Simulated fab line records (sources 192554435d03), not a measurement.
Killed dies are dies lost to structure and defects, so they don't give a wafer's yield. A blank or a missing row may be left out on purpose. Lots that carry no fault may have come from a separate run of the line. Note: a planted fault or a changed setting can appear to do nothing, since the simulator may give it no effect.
Which tool is to blame? -- flow n5Finfet -- 32 wafers from 11 lots sampled at 5 of the route's 1938 steps

## WHAT THE GAUGES READ, wafer by wafer
N5_STI_FIN_REVEAL_FIN_H_MEAS_10. Usual: 51.5 nm for trenchDepthNm, sd 0.89.
lot,measured,on,trenchDepthNm (nm),flag
L814,day 2 13:16,ocd-01,52.9 51.3 51.2,
L815,day 2 19:11,ocd-01,51.1 52.9 50.1,
L817,day 3 06:41,ocd-01,52.4 52.7 52.8,
L818,day 3 12:40,ocd-01,52.1 51.4 51.3,
L820,day 4 00:29,ocd-02,51.1 50.0 51.8,
L821,day 4 07:23,ocd-02,52.5 50.7 52.0,
L826,day 5 17:15,ocd-02,50.4 52.6 51.3,
L827,day 5 20:40,ocd-02,50.3 51.2 50.4,
L828,day 6 00:47,ocd-02,52.7 52.9 52.6,
L829,day 6 08:25,ocd-01,65.7 50.3 51.7,OFF
L830,day 6 13:55,ocd-02,66.8 51.8,OFF

## WHAT TOOL EACH LOT RAN ON (gives the tool, then ch and the chambers of the sampled wafers, and finally the start)
lot,N5_FIN_CUT_ETCH_20,N5_FIN_CUT_ETCH_21,N5_FIN_CUT_PRECLEAN_35,N5_STI_FIN_REVEAL_RECESS_09
L814,"rieDiel-06 ch 1,2,3, day 2 03:47","rieDiel-06 ch 1,2,3, day 2 03:49","vaporEtch-01 ch 0,1, day 2 04:18","vaporEtch-01 ch 0,1, day 2 11:05"
L815,"rieDiel-06 ch 0,2,3, day 2 08:57","rieDiel-06 ch 0,2,3, day 2 08:59","vaporEtch-02 ch 0,1, day 2 09:26","vaporEtch-01 ch 0,1, day 2 16:29"
L817,"rieDiel-03 ch 0,1, day 2 21:05","rieDiel-03 ch 0,1, day 2 21:08","vaporEtch-01 ch 0,1, day 2 21:35","vaporEtch-01 ch 0,1, day 3 03:59"
L818,"rieDiel-03 ch 1,2, day 3 02:46","rieDiel-03 ch 1,2, day 3 02:49","vaporEtch-02 ch 0,1, day 3 03:16","vaporEtch-01 ch 0,1, day 3 09:59"
L820,"rieDiel-02 ch 0,3, day 3 14:21","rieDiel-02 ch 0,3, day 3 14:23","vaporEtch-02 ch 0,1, day 3 14:50","vaporEtch-02 ch 0,1, day 3 21:47"
L821,"rieDiel-06 ch 0,1, day 3 21:05","rieDiel-06 ch 0,1, day 3 21:07","vaporEtch-01 ch 1, day 3 21:35","vaporEtch-01 ch 0,1, day 4 04:38"
L826,"rieDiel-06 ch 0,2,3, day 5 05:35","rieDiel-06 ch 0,2,3, day 5 05:38","vaporEtch-02 ch 0,1, day 5 06:08","vaporEtch-02 ch 0,1, day 5 14:33"
L827,"rieDiel-03 ch 0,2, day 5 11:10","rieDiel-03 ch 0,2, day 5 11:13","vaporEtch-02 ch 0,1, day 5 11:40","vaporEtch-01 ch 0,1, day 5 17:56"
L828,"rieDiel-03 ch 1,2,3, day 5 15:07","rieDiel-03 ch 1,2,3, day 5 15:10","vaporEtch-01 ch 0,1, day 5 15:37","vaporEtch-01 ch 0,1, day 5 22:05"
L829,"rieDiel-03 ch 0,1,2, day 5 22:32","rieDiel-03 ch 0,1,2, day 5 22:35","vaporEtch-02 ch 0,1, day 5 23:02","vaporEtch-01 ch 0,1, day 6 05:43"
L830,"rieDiel-03 ch 0, day 6 03:39","rieDiel-03 ch 0, day 6 03:41","vaporEtch-01 ch 0,1, day 6 04:09","vaporEtch-01 ch 0, day 6 11:13"
- N5_FIN_CUT_ETCH_20: etches SiARC in CF4, target depth 26 nm, time 43.3 s.
- N5_FIN_CUT_ETCH_21: etches SOC in N2/H2, target depth 219 nm, overetch 43.8 nm, time 523.5 s.
- N5_FIN_CUT_PRECLEAN_35: cleans in vHF, time 13.3 s.
- N5_STI_FIN_REVEAL_RECESS_09: chemistry HF/NH3, target SiO2, afs cycles 11, target depth 42.5 nm, sublimation time 60 s.

## AS READ BY THE TOOLS THEMSELVES (means over the sampled wafers that have a number; for cases with no such wafer, the mark the record gives instead)
N5_FIN_CUT_ETCH_20. Usual: for biasW, 36.01 W with a standard deviation of 0.11; for drypumpMotorCurrentA, 5.89 A with a standard deviation of 0.26; for etchRfOnTimeS, 43.1 s with a standard deviation of 1.7; for oesProductAu, 0.66 a.u. with a standard deviation of 0.061; for rfVppV, 184.3 V with a standard deviation of 1.1; for showerheadPlenumPTorr, 2.16 Torr with a standard deviation of 0.053; for throttleValvePct, 15.60 % with a standard deviation of 0.22.
lot,tool,biasW (W),drypumpMotorCurrentA (A),etchRfOnTimeS (s),oesProductAu (a.u.),rfVppV (V),showerheadPlenumPTorr (Torr),throttleValvePct (%),flag
L814,rieDiel-06,36.08,6.10,44.0,0.68,184.2,2.16,15.57,
L815,rieDiel-06,36.07,5.87,42.8,0.64,183.9,2.16,15.66,
L817,rieDiel-03,36.10,5.55,44.2,0.63,184.3,2.11,15.80,
L818,rieDiel-03,35.82,5.67,44.2,0.65,183.8,2.15,15.77,
L820,rieDiel-02,36.00,5.72,43.6,0.58,183.0,2.13,15.78,
L821,rieDiel-06,36.14,6.02,42.9,0.69,185.0,2.22,15.49,
L826,rieDiel-06,35.98,5.86,42.8,0.63,185.0,2.16,15.71,
L827,rieDiel-03,35.98,5.93,41.3,0.71,183.3,2.14,15.63,
L828,rieDiel-03,36.01,5.78,43.4,0.65,184.2,2.17,15.67,
L829,rieDiel-03,35.95,5.76,42.1,0.67,184.0,2.12,15.74,
L830,rieDiel-03,35.95,5.74,41.3,0.67,183.1,2.07,15.69,

N5_FIN_CUT_ETCH_21. Usual: biasW 60.98 W, standard deviation 0.18; drypumpMotorCurrentA 5.90 A, standard deviation 0.26; oesProductAu 0.71 a.u., standard deviation 0.06; rfVppV 241.0 V, standard deviation 1.2; showerheadPlenumPTorr 2.56 Torr, standard deviation 0.075; throttleValvePct 17.74 %, standard deviation 0.24.
lot,tool,biasW (W),drypumpMotorCurrentA (A),oesProductAu (a.u.),rfVppV (V),showerheadPlenumPTorr (Torr),throttleValvePct (%),flag
L814,rieDiel-06,60.93,6.11,0.74,241.3,2.54,17.57,
L815,rieDiel-06,61.07,5.87,0.69,242.0,2.57,17.80,
L817,rieDiel-03,60.95,5.56,0.69,240.7,2.50,17.92,
L818,rieDiel-03,61.00,5.66,0.71,240.9,2.55,17.97,
L820,rieDiel-02,61.17,5.72,0.64,240.4,2.50,17.84,
L821,rieDiel-06,60.81,6.02,0.74,242.4,2.65,17.75,
L826,rieDiel-06,61.09,5.87,0.67,241.1,2.57,17.85,
L827,rieDiel-03,61.03,5.96,0.74,240.6,2.54,17.80,
L828,rieDiel-03,60.96,5.78,0.70,240.9,2.58,17.87,
L829,rieDiel-03,60.89,5.76,0.71,241.1,2.51,17.89,
L830,rieDiel-03,61.16,5.74,0.71,239.8,2.43,17.73,

N5_FIN_CUT_PRECLEAN_35. Usual: 5.5 A for drypumpMotorCurrentA, sd 0.31.
lot,tool,drypumpMotorCurrentA (A),flag
L814,vaporEtch-01,5.3,
L815,vaporEtch-02,5.6,
L817,vaporEtch-01,5.3,
L818,vaporEtch-02,5.6,
L820,vaporEtch-02,5.7,
L821,vaporEtch-01,5.0,
L826,vaporEtch-02,5.7,
L827,vaporEtch-02,5.7,
L828,vaporEtch-01,5.5,
L829,vaporEtch-02,5.7,
L830,vaporEtch-01,5.4,

N5_STI_FIN_REVEAL_RECESS_09. Usual: 5.5 A for drypumpMotorCurrentA, sd 0.35.
lot,tool,drypumpMotorCurrentA (A),flag
L814,vaporEtch-01,5.5,
L815,vaporEtch-01,5.5,
L817,vaporEtch-01,5.5,
L818,vaporEtch-01,5.3,
L820,vaporEtch-02,5.7,
L821,vaporEtch-01,5.3,
L826,vaporEtch-02,5.7,
L827,vaporEtch-01,5.3,
L828,vaporEtch-01,5.3,
L829,vaporEtch-01,5.5,
L830,vaporEtch-01,5.8,

## THE ANSWER, worked out from the rows above alone
Rule: a lot counts as off when the mean over its wafers that have a number is more than 3 standard deviations away from the usual mean. Also off: a lot with no number at a reading for which 4 or more lots have one. Where the step has rows for the other lots, those lots are counted as sound. First the gauges in route order, then the tools' own readings, where a lot's mean is used as printed above. At the first step where some lot is off, the reading lying furthest off is the one used; lots without a number count as furthest.
Off at N5_STI_FIN_REVEAL_FIN_H_MEAS_10 (trenchDepthNm): L829, L830.
A tool fits if, at a process step before that reading, it ran every lot that is off, and no sound lot after the first of them. Gauges at N5_STI_FIN_REVEAL_FIN_H_MEAS_10: tried the same way as those tools. Can't be told from this: 2 tools fit, rieDiel-03 at N5_FIN_CUT_ETCH_20 and N5_FIN_CUT_ETCH_21, vaporEtch-01 at N5_STI_FIN_REVEAL_RECESS_09.

## WHAT THE SIMULATOR HAD PUT IN
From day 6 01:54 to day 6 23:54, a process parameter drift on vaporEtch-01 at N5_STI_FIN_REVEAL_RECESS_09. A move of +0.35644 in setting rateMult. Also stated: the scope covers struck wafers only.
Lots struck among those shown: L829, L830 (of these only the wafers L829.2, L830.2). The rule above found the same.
